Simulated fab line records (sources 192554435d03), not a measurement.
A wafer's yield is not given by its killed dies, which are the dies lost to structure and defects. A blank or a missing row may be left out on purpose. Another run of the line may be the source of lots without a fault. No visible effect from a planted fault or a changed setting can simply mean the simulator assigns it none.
Lot-split experiment :: flow n5_finfet :: 39 wafers read from 7 lots, route of 1938 steps

ABOUT THE SPLIT
At N5_DUMMY_GATE_ETCH_31 (etches SiO2 in C4F6/O2, target depth 82.5 nm, time 27.5 s), the setting target_depth_a was moved away from the recipe's 825 angstrom on 15 of the 39 wafers read, by -8.4% to +11.4%. All remaining wafers had this setting at the recipe value.

The split's own step is where the reading is taken.

THE READING
etch.depth_nm (the simulator's own value, which no gauge read), in nm, at N5_DUMMY_GATE_ETCH_31 (etches SiO2 in C4F6/O2, target depth 82.5 nm, time 27.5 s). The file does not state a usual value for it. Here, 24 wafers ran the recipe; their average is 82.26 nm with a standard deviation of 1.4 nm.

wafer: L079.1
tool, chamber at the split: rie_diel-03, 2
target_depth_a as run, angstrom: 919.2
against the recipe: +11.4%
etch.depth_nm, nm: 92.82
against lot-mates on the recipe: +10.39

wafer: L079.2
tool, chamber at the split: rie_diel-03, 3
target_depth_a as run, angstrom: 825
against the recipe: recipe
etch.depth_nm, nm: 80.97
against lot-mates on the recipe: -

wafer: L079.3
tool, chamber at the split: rie_diel-03, 1
target_depth_a as run, angstrom: 825
against the recipe: recipe
etch.depth_nm, nm: 85.56
against lot-mates on the recipe: -

wafer: L079.4
tool, chamber at the split: rie_diel-03, 0
target_depth_a as run, angstrom: 919.2
against the recipe: +11.4%
etch.depth_nm, nm: 93.02
against lot-mates on the recipe: +10.59

wafer: L079.5
tool, chamber at the split: rie_diel-03, 2
target_depth_a as run, angstrom: 919.2
against the recipe: +11.4%
etch.depth_nm, nm: 92.62
against lot-mates on the recipe: +10.19

wafer: L079.6
tool, chamber at the split: rie_diel-03, 3
target_depth_a as run, angstrom: 825
against the recipe: recipe
etch.depth_nm, nm: 80.76
against lot-mates on the recipe: -

wafer: L080.1
tool, chamber at the split: rie_diel-05, 3
target_depth_a as run, angstrom: 825
against the recipe: recipe
etch.depth_nm, nm: 83
against lot-mates on the recipe: -

wafer: L080.2
tool, chamber at the split: rie_diel-05, 0
target_depth_a as run, angstrom: 825
against the recipe: recipe
etch.depth_nm, nm: 79.86
against lot-mates on the recipe: -

wafer: L080.3
tool, chamber at the split: rie_diel-05, 2
target_depth_a as run, angstrom: 825
against the recipe: recipe
etch.depth_nm, nm: 83.15
against lot-mates on the recipe: -

wafer: L080.4
tool, chamber at the split: rie_diel-05, 1
target_depth_a as run, angstrom: 825
against the recipe: recipe
etch.depth_nm, nm: 82.78
against lot-mates on the recipe: -

wafer: L080.5
tool, chamber at the split: rie_diel-05, 2
target_depth_a as run, angstrom: 825
against the recipe: recipe
etch.depth_nm, nm: 83.24
against lot-mates on the recipe: -

wafer: L080.6
tool, chamber at the split: rie_diel-05, 1
target_depth_a as run, angstrom: 825
against the recipe: recipe
etch.depth_nm, nm: 81.97
against lot-mates on the recipe: -

wafer: L081.1
tool, chamber at the split: rie_diel-06, 3
target_depth_a as run, angstrom: 780.7
against the recipe: -5.4%
etch.depth_nm, nm: 75.95
against lot-mates on the recipe: -6.63

wafer: L081.2
tool, chamber at the split: rie_diel-06, 0
target_depth_a as run, angstrom: 780.7
against the recipe: -5.4%
etch.depth_nm, nm: 78.6
against lot-mates on the recipe: -3.98

wafer: L081.3
tool, chamber at the split: rie_diel-06, 1
target_depth_a as run, angstrom: 825
against the recipe: recipe
etch.depth_nm, nm: 84.28
against lot-mates on the recipe: -

wafer: L081.4
tool, chamber at the split: rie_diel-06, 2
target_depth_a as run, angstrom: 825
against the recipe: recipe
etch.depth_nm, nm: 81
against lot-mates on the recipe: -

wafer: L081.5
tool, chamber at the split: rie_diel-06, 0
target_depth_a as run, angstrom: 825
against the recipe: recipe
etch.depth_nm, nm: 82.46
against lot-mates on the recipe: -

wafer: L081.6
tool, chamber at the split: rie_diel-06, 3
target_depth_a as run, angstrom: 780.7
against the recipe: -5.4%
etch.depth_nm, nm: 76.5
against lot-mates on the recipe: -6.08

wafer: L085.1
tool, chamber at the split: rie_diel-05, 0
target_depth_a as run, angstrom: 825
against the recipe: recipe
etch.depth_nm, nm: 80.69
against lot-mates on the recipe: -

wafer: L085.2
tool, chamber at the split: rie_diel-05, 2
target_depth_a as run, angstrom: 756
against the recipe: -8.4%
etch.depth_nm, nm: 76.57
against lot-mates on the recipe: -5.14

wafer: L085.3
tool, chamber at the split: rie_diel-05, 1
target_depth_a as run, angstrom: 756
against the recipe: -8.4%
etch.depth_nm, nm: 75.98
against lot-mates on the recipe: -5.73

wafer: L085.4
tool, chamber at the split: rie_diel-05, 3
target_depth_a as run, angstrom: 825
against the recipe: recipe
etch.depth_nm, nm: 82.36
against lot-mates on the recipe: -

wafer: L085.5
tool, chamber at the split: rie_diel-05, 1
target_depth_a as run, angstrom: 825
against the recipe: recipe
etch.depth_nm, nm: 82.08
against lot-mates on the recipe: -

wafer: L085.6
tool, chamber at the split: rie_diel-05, 2
target_depth_a as run, angstrom: 756
against the recipe: -8.4%
etch.depth_nm, nm: 76.77
against lot-mates on the recipe: -4.94

wafer: L087.1
tool, chamber at the split: rie_diel-06, 2
target_depth_a as run, angstrom: 786.5
against the recipe: -4.7%
etch.depth_nm, nm: 77.17
against lot-mates on the recipe: -3.68

wafer: L087.2
tool, chamber at the split: rie_diel-06, 3
target_depth_a as run, angstrom: 786.5
against the recipe: -4.7%
etch.depth_nm, nm: 75.91
against lot-mates on the recipe: -4.94

wafer: L087.3
tool, chamber at the split: rie_diel-06, 0
target_depth_a as run, angstrom: 825
against the recipe: recipe
etch.depth_nm, nm: 81.69
against lot-mates on the recipe: -

wafer: L087.4
tool, chamber at the split: rie_diel-06, 1
target_depth_a as run, angstrom: 786.5
against the recipe: -4.7%
etch.depth_nm, nm: 80.01
against lot-mates on the recipe: -0.84

wafer: L087.5
tool, chamber at the split: rie_diel-06, 2
target_depth_a as run, angstrom: 825
against the recipe: recipe
etch.depth_nm, nm: 81.47
against lot-mates on the recipe: -

wafer: L087.6
tool, chamber at the split: rie_diel-06, 3
target_depth_a as run, angstrom: 825
against the recipe: recipe
etch.depth_nm, nm: 79.4
against lot-mates on the recipe: -

wafer: L091.3
tool, chamber at the split: rie_diel-03, 0
target_depth_a as run, angstrom: 825
against the recipe: recipe
etch.depth_nm, nm: 83.86
against lot-mates on the recipe: -

wafer: L091.5
tool, chamber at the split: rie_diel-03, 0
target_depth_a as run, angstrom: 825
against the recipe: recipe
etch.depth_nm, nm: 83.29
against lot-mates on the recipe: -

wafer: L091.6
tool, chamber at the split: rie_diel-03, 3
target_depth_a as run, angstrom: 825
against the recipe: recipe
etch.depth_nm, nm: 81.06
against lot-mates on the recipe: -

wafer: L097.1
tool, chamber at the split: rie_diel-05, 2
target_depth_a as run, angstrom: 825
against the recipe: recipe
etch.depth_nm, nm: 83.12
against lot-mates on the recipe: -

wafer: L097.2
tool, chamber at the split: rie_diel-05, 0
target_depth_a as run, angstrom: 908.2
against the recipe: +10.1%
etch.depth_nm, nm: 88.42
against lot-mates on the recipe: +5.29

wafer: L097.3
tool, chamber at the split: rie_diel-05, 1
target_depth_a as run, angstrom: 825
against the recipe: recipe
etch.depth_nm, nm: 83.21
against lot-mates on the recipe: -

wafer: L097.4
tool, chamber at the split: rie_diel-05, 3
target_depth_a as run, angstrom: 908.2
against the recipe: +10.1%
etch.depth_nm, nm: 89.74
against lot-mates on the recipe: +6.61

wafer: L097.5
tool, chamber at the split: rie_diel-05, 3
target_depth_a as run, angstrom: 825
against the recipe: recipe
etch.depth_nm, nm: 83.06
against lot-mates on the recipe: -

wafer: L097.6
tool, chamber at the split: rie_diel-05, 0
target_depth_a as run, angstrom: 908.2
against the recipe: +10.1%
etch.depth_nm, nm: 88.69
against lot-mates on the recipe: +5.56

FIT RESULTS
A straight line over all 39 wafers: etch.depth_nm changes by +0.812 nm for each +1% of target_depth_a; r = +0.95; the points scatter about the line by 1.5 nm.
The same after taking each lot's own level away (the mean of its wafers on the recipe; 39 wafers): +0.754 nm for each +1%; r = +0.94; scatter 1.5 nm.
Per that fit: largest target_depth_a move, reading shift of 8.6 nm.
Across the lots, their own levels run from 80.853 to 83.130 nm, a range of 1.6 times the standard deviation given above.
The two slopes agree, so the slope changes little with the lot-to-lot level.
Check: for one of the wafers moved furthest among these (+11.4%), held out of the fit, the line's prediction against its lot-mates is +8.3 nm. Against them it came out at +10.4 nm.

OTHER SPLITS APPLIED TO THESE WAFERS
These wafers also went through other splits before the reading. Each is held against what the fit with the lots' levels taken away leaves over:
other split on the same wafers: N5_WELL_APT_EXPOSE_22 dose_mj
wafers away from the commonest value: 15
r with etch.depth_nm (lot level and that fit taken away): -0.26

other split on the same wafers: N5_PMOS_HMC_CHANNEL_EPI_EPI_20 temp_c
wafers away from the commonest value: 12
r with etch.depth_nm (lot level and that fit taken away): -0.02

other split on the same wafers: N5_FIN_SAQP_HM_DEP_72 time_s
wafers away from the commonest value: 15
r with etch.depth_nm (lot level and that fit taken away): -0.01

other split on the same wafers: N5_DUMMY_GATE_ETCH_37 source_w
wafers away from the commonest value: 12
r with etch.depth_nm (lot level and that fit taken away): +0.10

FILE'S OWN FIT
etch.depth_nm changes by +0.754 nm for each +1% of target_depth_a, r = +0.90.
